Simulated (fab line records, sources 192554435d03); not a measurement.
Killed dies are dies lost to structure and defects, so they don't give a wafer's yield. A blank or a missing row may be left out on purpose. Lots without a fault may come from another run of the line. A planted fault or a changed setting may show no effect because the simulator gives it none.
Which tool did it? | flow n5_finfet | 21 lots, 63 wafers sampled, at 5 steps of a route of 1938

WHAT THE GAUGES READ, wafer by wafer
N5_FIN_SAQP_THK_MEAS_07.
lot  | measured    | on            | thk_nm (nm)
L074 | day 1 22:09 | film_metro-02 | 58.3 59.0 59.1
L075 | day 2 05:47 | film_metro-02 | 60.1 61.5 61.0
L077 | day 2 15:41 | film_metro-01 | 58.8 59.4 60.2
L078 | day 2 21:10 | film_metro-02 | 58.7 59.0 60.0
L079 | day 3 03:17 | film_metro-01 | 60.2 59.4 59.6
L080 | day 3 09:10 | film_metro-01 | 59.0 60.1 61.7
L081 | day 3 15:57 | film_metro-02 | 59.3 59.5 59.5
L082 | day 3 20:55 | film_metro-02 | 59.7 59.0 61.4
L083 | day 4 03:04 | film_metro-02 | 59.9 60.5 61.6
L084 | day 4 09:47 | film_metro-01 | 58.9 59.2 59.8
L085 | day 4 16:17 | film_metro-01 | 57.9 59.1 59.7
L086 | day 5 00:18 | film_metro-01 | 59.4 59.7 61.6
L087 | day 5 05:17 | film_metro-01 | 60.3 60.2 59.2
L089 | day 5 15:07 | film_metro-01 | 60.1 60.2 61.4
L090 | day 5 21:28 | film_metro-02 | 59.3 60.7 62.1
L091 | day 6 02:54 | film_metro-01 | 59.9 59.7 60.3
L093 | day 6 16:12 | film_metro-01 | 60.7 58.8 60.5
L094 | day 6 22:46 | film_metro-01 | 60.7 60.5 60.4
L095 | day 7 03:13 | film_metro-01 | 60.5 61.8 61.4
L096 | day 7 08:51 | film_metro-02 | 60.8 61.3 60.9
L097 | day 7 16:30 | film_metro-01 | 59.8 60.5 60.5

WHICH TOOL RAN EACH LOT (tool, then ch and the chambers of the sampled wafers, then the start)
lot  | N5_WELL_APT_DESCUM_30             | N5_WELL_APT_RTA_34              | N5_PMOS_HMC_CHANNEL_EPI_ETCH_38 | N5_FIN_SAQP_DENSIFY_62
L074 | rie_diel-03 ch 0,2, day 1 15:08   | rtp_anneal-02 ch 0, day 1 16:02 | rie_si-03 ch 0,2, day 1 18:08   | rtp_anneal-02 ch 0, day 1 21:38
L075 | rie_diel-02 ch 2,3, day 1 21:25   | rtp_anneal-02 ch 0, day 1 22:12 | rie_si-03 ch 0,2,3, day 2 00:21 | rtp_anneal-01 ch 0, day 2 05:18
L077 | rie_diel-03 ch 0,2, day 2 09:10   | rtp_anneal-01 ch 0, day 2 09:57 | rie_si-05 ch 1,2, day 2 12:16   | rtp_anneal-01 ch 0, day 2 15:12
L078 | rie_diel-02 ch 0,2,3, day 2 15:13 | rtp_anneal-01 ch 0, day 2 16:10 | rie_si-04 ch 0,2, day 2 18:02   | rtp_anneal-01 ch 0, day 2 20:40
L079 | rie_diel-02 ch 0,1,3, day 2 21:21 | rtp_anneal-01 ch 0, day 2 22:11 | rie_si-04 ch 0,1,2, day 3 00:02 | rtp_anneal-01 ch 0, day 3 02:47
L080 | rie_diel-02 ch 1,2,3, day 3 03:03 | rtp_anneal-02 ch 0, day 3 03:54 | rie_si-04 ch 1,2, day 3 06:01   | rtp_anneal-01 ch 0, day 3 08:41
L081 | rie_diel-04 ch 0,2, day 3 09:02   | rtp_anneal-01 ch 0, day 3 10:01 | rie_si-05 ch 2,3, day 3 12:02   | rtp_anneal-01 ch 0, day 3 15:28
L082 | rie_diel-02 ch 1,2, day 3 15:17   | rtp_anneal-02 ch 0, day 3 16:04 | rie_si-04 ch 0,2, day 3 17:46   | rtp_anneal-01 ch 0, day 3 20:26
L083 | rie_diel-03 ch 0,1,2, day 3 21:18 | rtp_anneal-02 ch 0, day 3 22:04 | rie_si-05 ch 1,2,3, day 3 23:55 | rtp_anneal-01 ch 0, day 4 02:34
L084 | rie_diel-04 ch 0,1,2, day 4 03:11 | rtp_anneal-02 ch 0, day 4 04:10 | rie_si-03 ch 0,1,2, day 4 06:01 | rtp_anneal-01 ch 0, day 4 08:59
L085 | rie_diel-02 ch 1,2,3, day 4 08:59 | rtp_anneal-01 ch 0, day 4 09:55 | rie_si-03 ch 1,2,3, day 4 12:22 | rtp_anneal-02 ch 0, day 4 15:49
L086 | rie_diel-03 ch 1,2, day 4 16:00   | rtp_anneal-01 ch 0, day 4 16:48 | rie_si-04 ch 1,2, day 4 19:42   | rtp_anneal-01 ch 0, day 4 23:51
L087 | rie_diel-02 ch 1,2,3, day 4 23:33 | rtp_anneal-01 ch 0, day 5 00:20 | rie_si-05 ch 0,2,3, day 5 02:03 | rtp_anneal-01 ch 0, day 5 04:47
L089 | rie_diel-03 ch 0,1, day 5 09:10   | rtp_anneal-02 ch 0, day 5 10:10 | rie_si-03 ch 1,2, day 5 11:58   | rtp_anneal-01 ch 0, day 5 14:40
L090 | rie_diel-02 ch 0,1, day 5 15:04   | rtp_anneal-02 ch 0, day 5 15:50 | rie_si-04 ch 0,2,3, day 5 17:46 | rtp_anneal-01 ch 0, day 5 20:57
L091 | rie_diel-02 ch 0,1,2, day 5 21:09 | rtp_anneal-02 ch 0, day 5 21:55 | rie_si-04 ch 0,1,2, day 5 23:46 | rtp_anneal-02 ch 0, day 6 02:23
L093 | rie_diel-03 ch 0,1,2, day 6 09:01 | rtp_anneal-02 ch 0, day 6 10:13 | rie_si-04 ch 1,3, day 6 12:43   | rtp_anneal-01 ch 0, day 6 15:43
L094 | rie_diel-02 ch 0,2,3, day 6 16:10 | rtp_anneal-02 ch 0, day 6 16:58 | rie_si-05 ch 0,2,3, day 6 19:02 | rtp_anneal-01 ch 0, day 6 22:19
L095 | rie_diel-04 ch 1,2,3, day 6 21:12 | rtp_anneal-01 ch 0, day 6 22:00 | rie_si-05 ch 2,3, day 6 23:50   | rtp_anneal-02 ch 0, day 7 02:43
L096 | rie_diel-03 ch 0,2,3, day 7 02:53 | rtp_anneal-01 ch 0, day 7 03:43 | rie_si-04 ch 0,3, day 7 05:28   | rtp_anneal-01 ch 0, day 7 08:20
L097 | rie_diel-03 ch 0,3, day 7 10:10   | rtp_anneal-01 ch 0, day 7 10:56 | rie_si-05 ch 1,3, day 7 13:03   | rtp_anneal-02 ch 0, day 7 15:58
- N5_WELL_APT_DESCUM_30: chemistry O2, time 7.9 s.
- N5_WELL_APT_RTA_34: time 10 s.
- N5_PMOS_HMC_CHANNEL_EPI_ETCH_38: etches SiO2 in CF4, target depth 1.5 nm.
- N5_FIN_SAQP_DENSIFY_62: time 60 s.

WHAT THE TOOLS THEMSELVES READ (means of the sampled wafers that have a number; where no wafer has one, the mark that the record gives instead)
N5_WELL_APT_DESCUM_30.
lot  | tool        | drypump_motor_current_A (A) | oes_product_au (a.u.) | rf_vpp_V (V) | showerhead_plenum_p_Torr (Torr) | throttle_valve_pct (%)
L074 | rie_diel-03 | 5.3                         | 0.76                  | 243.1        | 2.07                            | 20.36
L075 | rie_diel-02 | 6.1                         | 0.82                  | 244.6        | 2.19                            | 20.34
L077 | rie_diel-03 | 5.3                         | 0.75                  | 242.8        | 2.06                            | 20.37
L078 | rie_diel-02 | 6.2                         | 0.79                  | 243.9        | 2.13                            | 20.43
L079 | rie_diel-02 | 6.3                         | 0.72                  | 242.4        | 2.05                            | 20.53
L080 | rie_diel-02 | 6.2                         | 0.74                  | 243.5        | 2.11                            | 20.45
L081 | rie_diel-04 | 6.3                         | 0.72                  | 242.0        | 2.03                            | 20.74
L082 | rie_diel-02 | 6.1                         | 0.79                  | 243.7        | 2.14                            | 20.34
L083 | rie_diel-03 | 5.6                         | 0.81                  | 243.4        | 2.07                            | 20.46
L084 | rie_diel-04 | 6.3                         | 0.78                  | 242.4        | 2.07                            | 20.58
L085 | rie_diel-02 | 6.2                         | 0.83                  | 243.9        | 2.11                            | 20.37
L086 | rie_diel-03 | 5.6                         | 0.86                  | 243.0        | 2.11                            | 20.46
L087 | rie_diel-02 | 6.2                         | 0.83                  | 243.3        | 2.11                            | 20.38
L089 | rie_diel-03 | 5.8                         | 0.84                  | 243.3        | 2.08                            | 20.56
L090 | rie_diel-02 | 6.2                         | 0.71                  | 241.6        | 1.99                            | 20.55
L091 | rie_diel-02 | 6.2                         | 0.75                  | 243.3        | 2.07                            | 20.44
L093 | rie_diel-03 | 5.6                         | 0.78                  | 243.3        | 2.06                            | 20.49
L094 | rie_diel-02 | 6.3                         | 0.82                  | 243.6        | 2.11                            | 20.39
L095 | rie_diel-04 | 6.0                         | 0.83                  | 243.1        | 2.05                            | 20.43
L096 | rie_diel-03 | 5.4                         | 0.76                  | 242.2        | 2.09                            | 20.34
L097 | rie_diel-03 | 5.6                         | 0.76                  | 242.7        | 2.06                            | 20.44

N5_WELL_APT_RTA_34.
lot  | tool          | lamp_power_pct (%) | lamp_zone_2_pct (%) | lamp_zone_3_pct (%) | lamp_zone_4_pct (%) | lamp_zone_6_pct (%) | lamp_zone_7_pct (%) | wafer_temp_C_max
L074 | rtp_anneal-02 | 12.98              | 12.968              | 13.009              | 12.988              | 12.928              | 13.413              | 1004.8
L075 | rtp_anneal-02 | 12.98              | 13.005              | 13.003              | 13.017              | 12.909              | 13.414              | 1003.7
L077 | rtp_anneal-01 | 12.96              | 13.029              | 12.961              | 13.003              | 12.946              | 13.424              | 1003.3
L078 | rtp_anneal-01 | 13.05              | 13.006              | 12.974              | 13.003              | 12.937              | 13.423              | 1003.1
L079 | rtp_anneal-01 | 12.98              | 13.012              | 13.013              | 12.986              | 12.918              | 13.428              | 1003.6
L080 | rtp_anneal-02 | 12.96              | 13.008              | 12.964              | 13.001              | 12.926              | 13.416              | 1003.0
L081 | rtp_anneal-01 | 12.99              | 12.984              | 13.009              | 12.991              | 12.928              | 13.433              | 1003.1
L082 | rtp_anneal-02 | 12.97              | 12.970              | 13.001              | 12.997              | 12.902              | 13.420              | 1004.8
L083 | rtp_anneal-02 | 13.07              | 12.979              | 13.003              | 12.986              | 12.898              | 13.429              | 1004.2
L084 | rtp_anneal-02 | 12.99              | 12.962              | 12.997              | 13.000              | 12.899              | 13.454              | 1003.1
L085 | rtp_anneal-01 | 12.97              | 13.010              | 12.991              | 13.039              | 12.885              | 13.429              | 1003.0
L086 | rtp_anneal-01 | 13.03              | 13.019              | 12.991              | 12.999              | 12.934              | 13.435              | 1003.1
L087 | rtp_anneal-01 | 13.00              | 13.001              | 12.999              | 12.987              | 12.915              | 13.421              | 1003.6
L089 | rtp_anneal-02 | 13.00              | 12.976              | 13.012              | 12.985              | 12.938              | 13.414              | 1003.5
L090 | rtp_anneal-02 | 13.01              | 12.996              | 13.014              | 12.984              | 12.926              | 13.442              | 1003.2
L091 | rtp_anneal-02 | 13.03              | 12.988              | 13.028              | 12.985              | 12.927              | 13.433              | 1002.6
L093 | rtp_anneal-02 | 12.98              | 13.000              | 12.986              | 12.996              | 12.945              | 13.446              | 1003.3
L094 | rtp_anneal-02 | 13.01              | 12.971              | 13.005              | 13.018              | 12.938              | 13.430              | 1003.3
L095 | rtp_anneal-01 | 13.01              | 13.010              | 12.978              | 12.995              | 12.922              | 13.365              | 1003.9
L096 | rtp_anneal-01 | 13.02              | 12.982              | 12.989              | 13.005              | 12.919              | 13.417              | 1004.3
L097 | rtp_anneal-01 | 12.96              | 12.983              | 12.981              | 12.975              | 12.905              | 13.393              | 1003.9

N5_PMOS_HMC_CHANNEL_EPI_ETCH_38.
lot  | tool      | cf4_flow_sccm (sccm) | drypump_motor_current_A (A) | oes_product_au (a.u.) | throttle_valve_pct (%)
L074 | rie_si-03 | 80.01                | 5.6                         | 1.009                 | 21.9
L075 | rie_si-03 | 79.85                | 5.8                         | 0.993                 | 21.9
L077 | rie_si-05 | 80.08                | 6.1                         | 1.023                 | 22.0
L078 | rie_si-04 | 79.69                | 4.9                         | 1.004                 | 21.6
L079 | rie_si-04 | 80.25                | 5.4                         | 0.998                 | 21.7
L080 | rie_si-04 | 79.95                | 5.7                         | 1.006                 | 21.9
L081 | rie_si-05 | 79.94                | 6.0                         | 1.005                 | 22.2
L082 | rie_si-04 | 79.72                | 4.9                         | 0.999                 | 21.6
L083 | rie_si-05 | 79.98                | 5.6                         | 1.015                 | 22.1
L084 | rie_si-03 | 80.02                | 5.4                         | 1.008                 | 21.8
L085 | rie_si-03 | 80.10                | 6.0                         | 1.004                 | 21.8
L086 | rie_si-04 | 80.05                | 5.8                         | 0.997                 | 21.8
L087 | rie_si-05 | 80.34                | 5.7                         | 1.017                 | 22.0
L089 | rie_si-03 | 79.87                | 5.5                         | 1.001                 | 21.7
L090 | rie_si-04 | 79.99                | 5.5                         | 0.999                 | 21.6
L091 | rie_si-04 | 80.09                | 5.4                         | 0.995                 | 21.7
L093 | rie_si-04 | 79.90                | 6.1                         | 1.004                 | 21.5
L094 | rie_si-05 | 79.91                | 5.7                         | 1.008                 | 22.0
L095 | rie_si-05 | 79.68                | 6.0                         | 1.015                 | 22.2
L096 | rie_si-04 | 80.21                | 5.1                         | 0.990                 | 21.3
L097 | rie_si-05 | 80.00                | 5.3                         | 1.026                 | 22.0

N5_FIN_SAQP_DENSIFY_62.
lot  | tool          | lamp_power_pct (%) | lamp_zone_2_pct (%) | lamp_zone_3_pct (%) | lamp_zone_4_pct (%) | lamp_zone_6_pct (%) | lamp_zone_7_pct (%) | wafer_temp_C_max
L074 | rtp_anneal-02 | 9.84               | 9.837               | 9.846               | 9.840               | 9.763               | 10.263              | 703.5
L075 | rtp_anneal-01 | 9.89               | 9.842               | 9.848               | 9.839               | 9.762               | 10.261              | 703.3
L077 | rtp_anneal-01 | 9.85               | 9.861               | 9.848               | 9.839               | 9.774               | 10.264              | 702.9
L078 | rtp_anneal-01 | 9.89               | 9.849               | 9.847               | 9.830               | 9.764               | 10.277              | 702.9
L079 | rtp_anneal-01 | 9.86               | 9.848               | 9.846               | 9.831               | 9.773               | 10.271              | 703.3
L080 | rtp_anneal-01 | 9.86               | 9.851               | 9.840               | 9.841               | 9.765               | 10.260              | 703.3
L081 | rtp_anneal-01 | 9.80               | 9.848               | 9.840               | 9.839               | 9.774               | 10.264              | 703.9
L082 | rtp_anneal-01 | 9.88               | 9.844               | 9.854               | 9.832               | 9.755               | 10.264              | 703.5
L083 | rtp_anneal-01 | 9.91               | 9.848               | 9.850               | 9.840               | 9.777               | 10.273              | 703.1
L084 | rtp_anneal-01 | 9.89               | 9.847               | 9.845               | 9.839               | 9.766               | 10.270              | 703.2
L085 | rtp_anneal-02 | 9.87               | 9.843               | 9.840               | 9.836               | 9.784               | 10.251              | 703.9
L086 | rtp_anneal-01 | 9.86               | 9.846               | 9.837               | 9.833               | 9.769               | 10.253              | 703.5
L087 | rtp_anneal-01 | 9.81               | 9.843               | 9.854               | 9.841               | 9.763               | 10.265              | 703.5
L089 | rtp_anneal-01 | 9.82               | 9.849               | 9.840               | 9.838               | 9.762               | 10.267              | 703.6
L090 | rtp_anneal-01 | 9.88               | 9.848               | 9.850               | 9.837               | 9.773               | 10.264              | 703.4
L091 | rtp_anneal-02 | 9.80               | 9.852               | 9.844               | 9.834               | 9.776               | 10.263              | 703.7
L093 | rtp_anneal-01 | 9.84               | 9.839               | 9.841               | 9.840               | 9.763               | 10.264              | 702.6
L094 | rtp_anneal-01 | 9.86               | 9.849               | 9.840               | 9.842               | 9.763               | 10.268              | 702.5
L095 | rtp_anneal-02 | 9.86               | 9.850               | 9.847               | 9.840               | 9.767               | 10.269              | 703.0
L096 | rtp_anneal-01 | 9.79               | 9.852               | 9.849               | 9.834               | 9.764               | 10.267              | 703.3
L097 | rtp_anneal-02 | 9.83               | 9.836               | 9.840               | 9.835               | 9.771               | 10.269              | 702.8

THE ANSWER, worked out from the rows above alone
Rule: what is usual is taken from the lots themselves. Put in order of their means at a reading, lots are off if they are a third of the lots or fewer, leave a main group of 4 or more, and stand apart from it by a gap of 3 or more times the standard deviation of the main group's means; of several such gaps the widest counts. A main group whose means are all the same, to the digits that the tables above print for the reading, isn't used. A lot without any number at a reading at which 4 lots or more have one is off too. The other lots that the step has rows for count as sound. The gauges are gone through in route order, then the tools' own readings, and for those a lot's mean is taken as printed above. The first step at which some lot is off is used, and at that step the reading that is off furthest; a lot without a number counts as furthest.
No lot is off at any reading shown: from this, nothing can be told.

WHAT THE SIMULATOR HAD PUT IN
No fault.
